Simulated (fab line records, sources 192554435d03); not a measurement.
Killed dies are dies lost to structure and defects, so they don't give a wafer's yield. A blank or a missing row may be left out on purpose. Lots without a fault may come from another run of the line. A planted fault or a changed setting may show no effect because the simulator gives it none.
Split-lot experiment | flow n5_finfet | 7 lots, 39 wafers read, on a route of 1938 steps

THE SPLIT
At N5_GATE_CUT_HM_DEP_46 (deposits SiO2 from TEOS/O2, target thk 130 nm, time 26.6 s), the setting time_s was moved away from the recipe's 26.6 s on 9 of the 39 wafers read, by -45.9% to +42.0%. The other wafers ran this setting at the recipe's value.

FROM THE SPLIT TO THE READING: what the file shows between them, 9 steps
- N5_GATE_CUT_COAT_34: time 60 s, resist thk 60 nm
- N5_GATE_CUT_COAT_35: time 60 s, resist thk 10 nm
- N5_GATE_CUT_STRIP_38: strips in N2/H2
- N5_GATE_CUT_STRIP_39: strips in N2/H2
- N5_GATE_CUT_HM_OPEN_40: chemistry C4F6/O2, target SiO2, target depth 139 nm, time 85.1 s
- N5_GATE_CUT_STRIP_41: strips in CF4
- N5_GATE_CUT_STRIP_42: strips in O2
- N5_GATE_CUT_ALD_22: deposits SiNx, target thk 16 nm, pulse time 1 s, ald cycles 320
- N5_GATE_CUT_CMP_23: polishes, stops on SiO2, t overpolish 23.4 s, target thk 16 nm

THE READING
GC_FILL_THK, in nm, at N5_GATE_CUT_THK_MEAS_24. Fault-free wafers of this fab line usually give 219.7 nm, standard deviation 2 nm.

wafer  | tool, chamber at the split | time_s as run, s | against the recipe | GC_FILL_THK, nm | against lot-mates on the recipe
L074.2 | pecvd-03, 0                | 26.6             | recipe             | 216.1           | -
L074.4 | pecvd-03, 1                | 26.6             | recipe             | 218.8           | -
L074.6 | pecvd-03, 0                | 26.6             | recipe             | 218.7           | -
L076.1 | pecvd-04, 1                | 26.6             | recipe             | 217.1           | -
L076.2 | pecvd-04, 0                | 26.6             | recipe             | 217.7           | -
L076.3 | pecvd-04, 2                | 26.6             | recipe             | 219.9           | -
L076.4 | pecvd-04, 2                | 26.6             | recipe             | 221.0           | -
L076.5 | pecvd-04, 1                | 26.6             | recipe             | 220.0           | -
L076.6 | pecvd-04, 0                | 26.6             | recipe             | 220.7           | -
L085.1 | pecvd-02, 2                | 26.6             | recipe             | 216.9           | -
L085.2 | pecvd-02, 0                | 26.6             | recipe             | 218.1           | -
L085.3 | pecvd-02, 1                | 26.6             | recipe             | 221.0           | -
L085.4 | pecvd-02, 1                | 26.6             | recipe             | 222.7           | -
L085.5 | pecvd-02, 2                | 26.6             | recipe             | 216.8           | -
L085.6 | pecvd-02, 0                | 26.6             | recipe             | 223.5           | -
L086.1 | pecvd-02, 2                | 26.6             | recipe             | 218.2           | -
L086.2 | pecvd-02, 0                | 14.4             | -45.9%             | 162.5           | -57.7
L086.3 | pecvd-02, 1                | 14.4             | -45.9%             | 161.0           | -59.2
L086.4 | pecvd-02, 1                | 14.4             | -45.9%             | 162.6           | -57.6
L086.5 | pecvd-02, 0                | 26.6             | recipe             | 221.1           | -
L086.6 | pecvd-02, 2                | 26.6             | recipe             | 221.3           | -
L087.1 | pecvd-02, 1                | 26.6             | recipe             | 218.7           | -
L087.2 | pecvd-02, 2                | 37.76            | +42.0%             | 269.0           | +49.7
L087.3 | pecvd-02, 0                | 26.6             | recipe             | 218.4           | -
L087.4 | pecvd-02, 2                | 37.76            | +42.0%             | 269.9           | +50.6
L087.5 | pecvd-02, 1                | 26.6             | recipe             | 220.7           | -
L087.6 | pecvd-02, 0                | 37.76            | +42.0%             | 274.7           | +55.4
L094.1 | pecvd-04, 1                | 26.6             | recipe             | 221.6           | -
L094.2 | pecvd-04, 0                | 26.6             | recipe             | 217.8           | -
L094.3 | pecvd-04, 2                | 26.6             | recipe             | 216.7           | -
L094.4 | pecvd-04, 0                | 26.6             | recipe             | 220.3           | -
L094.5 | pecvd-04, 2                | 26.6             | recipe             | 219.8           | -
L094.6 | pecvd-04, 1                | 26.6             | recipe             | 221.3           | -
L095.1 | pecvd-04, 1                | 26.6             | recipe             | 218.7           | -
L095.2 | pecvd-04, 0                | 33.6             | +26.3%             | 250.9           | +31.6
L095.3 | pecvd-04, 2                | 33.6             | +26.3%             | 252.2           | +32.9
L095.4 | pecvd-04, 0                | 33.6             | +26.3%             | 253.7           | +34.4
L095.5 | pecvd-04, 1                | 26.6             | recipe             | 219.6           | -
L095.6 | pecvd-04, 2                | 26.6             | recipe             | 219.6           | -

THE FIT
A straight line over all 39 wafers: GC_FILL_THK changes by +1.24 nm for each +1% of time_s; r = +1.00; the points scatter about the line by 1.8 nm.
The same after taking each lot's own level away (the mean of its wafers on the recipe; 39 wafers): +1.25 nm for each +1%; r = +1.00; scatter 1.8 nm.
On that fit, the largest move of time_s shifts the reading by 58 nm.
The lots' own levels span 217.87 to 220.20 nm, that is 1.2 times the standard deviation above.
So the lot-to-lot level changes the slope little: the two slopes agree.
Check: with one of the wafers moved furthest among these (-45.9%) left out of the fit, the line predicts -57.6 nm for it against its lot-mates. It came out at -57.7 nm against them.

OTHER SPLITS ON THESE WAFERS
These wafers also went through other splits before the reading. Each is held against what the fit with the lots' levels taken away leaves over:
other split on the same wafers        | wafers away from the commonest value | r with GC_FILL_THK (lot level and that fit taken away)
N5_DUMMY_GATE_CVD_03 time_s           | 24                                   | +0.04
N5_HKMG_FIN_DEVELOP_48 develop_time_s | 12                                   | +0.04

THE WHOLE CHAIN: every reading that the file lists as answering this split, in the file's order
step                    | what it does                                                     | reading                                                                            | change (the file's fit)                | r (the file's)
N5_GATE_CUT_HM_DEP_46   | deposits SiO2 from TEOS/O2, target thk 130 nm, time 26.6 s       | SiO2_of_GATE_CUT_HM_DEP_46.thk_nm (the simulator's own value, which no gauge read) | +1.24 nm for each +1% of the setting   | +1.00
N5_GATE_CUT_HM_OPEN_40  | chemistry C4F6/O2, target SiO2, target depth 139 nm, time 85.1 s | etch_rf_on_time_s                                                                  | withheld for each +1% of the setting   | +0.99
N5_GATE_CUT_HM_OPEN_40  | chemistry C4F6/O2, target SiO2, target depth 139 nm, time 85.1 s | etch.depth_nm (the simulator's own value, which no gauge read)                     | +1.24 nm for each +1% of the setting   | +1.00
N5_GATE_CUT_HM_OPEN_40  | chemistry C4F6/O2, target SiO2, target depth 139 nm, time 85.1 s | SOC_of_GATE_CUT_COAT_34.thk_nm (the simulator's own value, which no gauge read)    | -0.267 nm for each +1% of the setting  | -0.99
N5_GATE_CUT_THK_MEAS_24 |                                                                  | GC_FILL_THK                                                                        | +1.25 for each +1% of the setting      | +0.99
N5_GATE_CUT_CMP_43      | polishes SiO2                                                    | SiO2_of_GATE_CUT_HM_DEP_46.thk_nm (the simulator's own value, which no gauge read) | +0.0597 nm for each +1% of the setting | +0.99

THE FILE'S OWN FIT
GC_FILL_THK changes by +1.25 nm for each +1% of time_s, r = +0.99.
